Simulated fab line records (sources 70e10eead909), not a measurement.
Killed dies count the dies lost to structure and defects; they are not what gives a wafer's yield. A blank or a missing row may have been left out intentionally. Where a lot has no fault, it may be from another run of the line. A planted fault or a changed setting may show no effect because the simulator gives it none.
fab line records	flow nandHarc
[record] lots = 12	wafers = 36	lastDay = 33
route steps=1302 shown A_M0@1163 A_M1@1180
lots that met no fault: taken from a fault-free run of the same line
startH: hours from the record's first day to the start of the lot's first wafer shown	waitH: hours since the lot's step before	" identical to the entry in the row above	L1.1+2: a single row standing in for several wafers	- no value, or no start was given	* or withheld: withheld	< > ~ a bound
route shown NAME@n: NAME is a module with steps in the file, n the number in the route of the first one	usual: average and standard deviation across the fault-free wafers	same: alike in all rows	chamber/n: place in a boat	sites: the reading at each site	_std_site: standard deviation across them	_edge_site: outer sites' mean less inner sites'	radiusMm: how far each site lies from the wafer's centre	mask NAME#n: copy n	behind: tool/chamber where the wafer was last shaped	hold: the reason the lot was held/the length of the hold in hours/how it ended	device: names the non-switching transistor (n, p or np)	end of line: tests run on the same wafers once the route is complete	a step with no rows: only its recipe	killed: dies that structure and defects cost at the first sort, which is not the same as the wafer's yield	map: dies across one wafer; x = killed, . = not, _ = none there
set.NAME: the run value of the setting; set.NAME@STEP: its run value at that earlier step	model.NAME: the simulator's own value behind a step, which no gauge read
route steps across a sampled set of lots; one table per step, one row per wafer
services: when a tool's chamber went out of use (startH, in hours from the record's first day, below 0 if earlier), for how many hours, and the reason
[[steps]]
[step NHARC_A_M0_THK_MEAS_24]
[recipe] thkMeasGauge = xrf
[usual] thkNm = 113.4/1.5
lot.wafer	tool	chamber	startH	waitH	thkNm
L858.2	filmMetro-01	-	533.33	-	115.2
L858.3	"	-	"	"	112.9
L858.6	"	-	"	"	112.8
L860.2	filmMetro-01	-	547.34	-	113.2
L860.5	"	-	"	"	114.6
L860.6	"	-	"	"	111.3
L861.3	filmMetro-02	-	549.54	-	112.2
L861.4	"	-	"	"	114.4
L861.5	"	-	"	"	112.0
L862.1	filmMetro-01	-	552.63	-	112.1
L862.2	"	-	"	"	114.4
L862.4	"	-	"	"	112.8
L863.2	filmMetro-02	-	559.38	-	114.4
L863.3	"	-	"	"	114.8
L863.5	"	-	"	"	115.5
L864.3	filmMetro-02	-	596.21	-	111.9
L864.5	"	-	"	"	112.1
L864.6	"	-	"	"	112.0
L866.4	filmMetro-01	-	621.25	-	113.2
L866.5	"	-	"	"	110.6
L866.6	"	-	"	"	109.6
L868.4	filmMetro-02	-	647.98	-	112.9
L868.5	"	-	"	"	113.9
L868.6	"	-	"	"	113.8
L871.2	filmMetro-02	-	655.77	-	113.1
L871.3	"	-	"	"	112.9
L871.4	"	-	"	"	110.7
L874.1	filmMetro-01	-	705.25	-	112.3
L874.2	"	-	"	"	113.6
L874.3	"	-	"	"	113.9
L879.1	filmMetro-02	-	727.72	-	114.2
L879.2	"	-	"	"	111.9
L879.4	"	-	"	"	114.7
L881.1	filmMetro-02	-	757.74	-	114.5
L881.2	"	-	"	"	115.8
L881.5	"	-	"	"	114.1
[step NHARC_A_M0_DEP_32]
[recipe] targetThkA = 300	tempC = 370	targetThkNm = 30	pressureTorr = 3	flowSccm = 200	rfW = 450	material = SiCN
[usual] heaterPowerOuterW = 336/67	heaterPowerW = 577/85
lot.wafer	tool	chamber	startH	waitH	heaterPowerOuterW	heaterPowerW
L858.2	pecvd-02	2	533.63	0.1	416	655
L858.3	"	0	"	"	355	644
L858.6	"	0	"	"	353	638
L860.2	pecvd-02	1	547.70	0.1	309	537
L860.5	"	1	"	"	300	541
L860.6	"	2	"	"	428	668
L861.3	pecvd-04	1	550.26	0.4	284	517
L861.4	"	1	"	"	285	499
L861.5	"	1	"	"	278	500
L862.2	pecvd-02	2	552.94	0.1	416	644
L862.1	"	1	"	"	315	552
L862.4	"	1	"	"	314	560
L863.2	pecvd-04	2	559.68	0.1	242	479
L863.3	"	0	"	"	239	436
L863.5	"	0	"	"	247	434
L864.3	pecvd-04	0	596.56	0.1	311	533
L864.6	"	2	"	"	240	472
L864.5	"	0	"	"	303	543
L866.5	pecvd-03	0	621.71	0.2	431	712
L866.4	"	1	"	"	446	676
L866.6	"	2	"	"	376	635
L868.5	pecvd-04	1	648.41	0.2	258	489
L868.6	"	2	"	"	265	487
L868.4	"	0	"	"	242	431
L871.3	pecvd-02	1	656.11	0.1	240	451
L871.2	"	2	"	"	368	575
L871.4	"	2	"	"	376	589
L874.1	pecvd-03	1	705.56	0.1	437	699
L874.3	"	2	"	"	361	592
L874.2	"	0	"	"	482	793
L879.1	pecvd-03	2	728.02	0.1	322	552
L879.2	"	0	"	"	461	755
L879.4	"	1	"	"	407	646
L881.1	pecvd-04	0	758.08	0.1	297	518
L881.2	"	1	"	"	262	502
L881.5	"	0	"	"	295	506
[step NHARC_A_M1_OVL_MEAS_10]
[recipe] pitchNm = 240
[usual] overlayXNm = -0.1/0.88	overlayYNm = 0.1/0.81
lot.wafer	tool	chamber	startH	waitH	overlayXNm	overlayYNm
L858.2	overlay-02	-	534.95	-	0.8	-0.9
L858.3	"	-	"	"	1.4	-1.5
L858.6	"	-	"	"	0.4	-1.5
L860.2	overlay-01	-	549.54	-	0.1	1.0
L860.5	"	-	"	"	-0.1	0.0
L860.6	"	-	"	"	0.8	0.7
L861.3	overlay-01	-	552.23	-	0.4	-0.4
L861.4	"	-	"	"	0.3	-0.2
L861.5	"	-	"	"	0.4	0.0
L862.1	overlay-02	-	554.12	-	1.6	-0.5
L862.2	"	-	"	"	0.3	-0.9
L862.4	"	-	"	"	0.9	-0.2
L863.2	overlay-02	-	561.02	-	0.0	0.5
L863.3	"	-	"	"	0.7	0.6
L863.5	"	-	"	"	0.3	-0.1
L864.3	overlay-02	-	597.84	-	0.9	-0.4
L864.5	"	-	"	"	0.9	0.4
L864.6	"	-	"	"	1.4	0.4
L866.4	overlay-02	-	622.91	-	-0.5	-0.5
L866.5	"	-	"	"	0.5	-0.5
L866.6	"	-	"	"	-0.1	0.0
L868.4	overlay-02	-	649.49	-	-2.6	0.6
L868.5	"	-	"	"	-2.4	0.9
L868.6	"	-	"	"	-2.3	0.8
L871.2	overlay-01	-	657.30	-	-1.3	0.9
L871.3	"	-	"	"	-1.9	0.6
L871.4	"	-	"	"	-1.5	1.5
L874.1	overlay-01	-	706.89	-	0.8	-1.1
L874.2	"	-	"	"	0.4	-0.9
L874.3	"	-	"	"	0.2	-1.7
L879.1	overlay-01	-	729.35	-	-1.5	-0.1
L879.2	"	-	"	"	-1.1	-0.6
L879.4	"	-	"	"	-1.4	0.3
L881.1	overlay-02	-	759.37	-	0.1	0.0
L881.2	"	-	"	"	-0.9	-0.6
L881.5	"	-	"	"	0.0	-0.2
[step NHARC_A_M1_ETCH_28]
[recipe] targetDepthA = 300	overEtchFrac = 0.3	timeS = 72.99	ionEnergyEv = 150	cf4FlowSccm = 50	n2FlowSccm = 100	arFlowSccm = 150	rfW = 300	biasW = 100	chemistry = CF4/N2
[usual] drypumpMotorCurrentA = 5.7/0.41	oesProductAu = 1.001/0.0085	rfVppV = 313.4/1.5	runLengthS = 94.5/0.41	showerheadPlenumPTorr = 2.58/0.076	throttleValvePct = 19.794/0.0094
lot.wafer	tool	chamber	startH	waitH	drypumpMotorCurrentA	oesProductAu	rfHoursCounterH	rfVppV	runLengthS	showerheadPlenumPTorr	throttleValvePct
L858.2	rieDiel-13	0	535.68	-	5.5	0.988	1	314.0	94.8	2.54	19.810
L858.3	"	1	"	"	6.7	0.999	1	315.5	95.2	2.72	19.790
L858.6	"	1	"	"	6.6	1.012	-	315.5	94.8	2.72	19.790
L860.2	rieDiel-11	1	550.26	-	6.1	1.016	2	312.2	94.2	2.51	19.789
L860.6	"	1	"	"	6.1	1.010	-	312.1	94.1	2.51	19.780
L860.5	"	2	"	"	5.4	1.008	-	311.0	94.5	2.48	19.795
L861.3	rieDiel-13	3	553.43	-	5.9	0.988	3	314.1	93.8	2.60	19.784
L861.4	"	1	"	"	6.6	1.000	2	315.0	95.4	2.72	19.783
L861.5	"	3	"	"	5.9	0.989	-	313.4	94.3	2.60	19.800
L862.2	rieDiel-08	3	554.84	-	5.7	0.989	0	315.7	94.2	2.70	19.787
L862.1	"	0	"	"	6.0	1.002	0	313.9	94.8	2.60	19.800
L862.4	"	2	"	"	5.2	1.002	0	312.7	93.8	2.61	19.790
L863.2	rieDiel-13	3	561.73	-	5.9	1.007	3	313.0	94.1	2.60	19.797
L863.3	"	0	"	"	5.6	1.006	2	313.3	94.9	2.54	19.782
L863.5	"	0	"	"	5.6	1.019	-	313.5	95.4	2.54	19.802
L864.3	rieDiel-11	0	598.57	-	5.8	1.002	4	312.0	94.2	2.49	19.794
L864.5	"	1	"	"	6.1	0.994	-	312.9	94.2	2.51	19.786
L864.6	"	2	"	"	5.4	0.999	-	312.6	94.5	2.48	19.800
L866.4	rieDiel-11	2	623.64	-	5.4	1.009	0	310.8	94.8	2.48	19.786
L866.5	"	2	"	"	5.4	0.996	-	311.7	94.4	2.48	19.805
L866.6	"	3	"	"	5.4	1.000	-	314.3	94.1	2.59	19.804
L868.4	rieDiel-13	0	650.23	-	5.6	1.007	8	311.8	94.8	2.54	19.798
L868.5	"	1	"	"	6.6	1.012	-	315.7	94.8	2.71	19.791
L868.6	"	2	"	"	5.5	1.017	-	311.7	94.6	2.51	19.797
L871.2	rieDiel-08	3	658.01	-	5.7	0.997	6	315.4	94.2	2.70	19.811
L871.4	"	0	"	"	6.0	1.014	6	314.1	94.5	2.60	19.794
L871.3	"	1	"	"	5.1	0.996	5	312.5	95.0	2.56	19.794
L874.3	rieDiel-13	0	707.66	-	5.6	0.989	0	313.2	78.7	2.54	19.809
L874.2	"	1	"	"	6.6	1.000	0	315.4	94.7	2.71	19.794
L874.1	"	2	"	"	5.5	1.002	0	313.5	94.7	2.51	19.811
L879.1	rieDiel-11	3	730.07	-	5.4	0.999	3	312.6	94.1	2.59	19.784
L879.4	"	0	"	"	5.9	1.004	3	311.9	94.4	2.49	19.782
L879.2	"	1	"	"	6.1	0.994	3	312.2	94.9	2.51	19.812
L881.2	rieDiel-11	3	760.09	-	5.4	1.010	3	314.8	94.8	2.59	19.788
L881.1	"	2	"	"	5.4	1.015	4	312.2	94.5	2.48	19.789
L881.5	"	3	"	"	5.4	1.009	-	313.1	94.1	2.59	19.783
[[services]]
tool	chamber	startH	hours	kind
pecvd-03	-	511.44	0.8	repair
rieDiel-11	1	517.66	16.6	repair
rieDiel-13	-	519.47	9.0	pm
pecvd-04	0	540.41	10.6	repair
rieDiel-08	-	544.51	1.0	repair
rieDiel-08	-	545.54	9.0	pm
pecvd-04	2	546.45	4.9	repair
pecvd-03	-	547.29	13.0	pm
rieDiel-13	2	586.78	12.7	repair
pecvd-02	-	590.85	13.0	pm
rieDiel-11	0	600.99	5.5	repair
rieDiel-11	-	609.50	9.0	pm
pecvd-04	-	631.20	13.0	pm
rieDiel-13	2	657.95	4.7	repair
pecvd-02	0	666.99	23.4	repair
pecvd-02	-	674.26	0.3	repair
rieDiel-11	3	685.80	13.4	repair
rieDiel-08	2	693.10	3.7	repair
rieDiel-13	-	696.47	9.0	pm
pecvd-04	0	713.04	29.9	repair
rieDiel-11	1	716.09	12.6	repair
rieDiel-11	0	723.46	4.4	repair
rieDiel-11	-	727.89	1.2	repair
pecvd-03	-	728.29	13.0	pm
[[key]]
[firstSign] step = NHARC_A_M1_ETCH_28	reading = runLengthS	direction = down	sigmas = 38	usual = *	struck = *
effect none on later readings
metAt NHARC_A_M1_ETCH_28
struckLots L874
struckWafers L874.3
notActingAt NHARC_A_M0_THK_MEAS_24,NHARC_A_M0_DEP_32,NHARC_A_M1_OVL_MEAS_10
onsetBetween 650.23 707.66
[fault] kind = processParameterDrift	tool = rieDiel-13	chamber = 0	onsetH = 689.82	steps = NHARC_A_M1_ETCH_28	channel = timeS	offset = *	shape = step	endH = 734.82	actsIn = *	stated = *
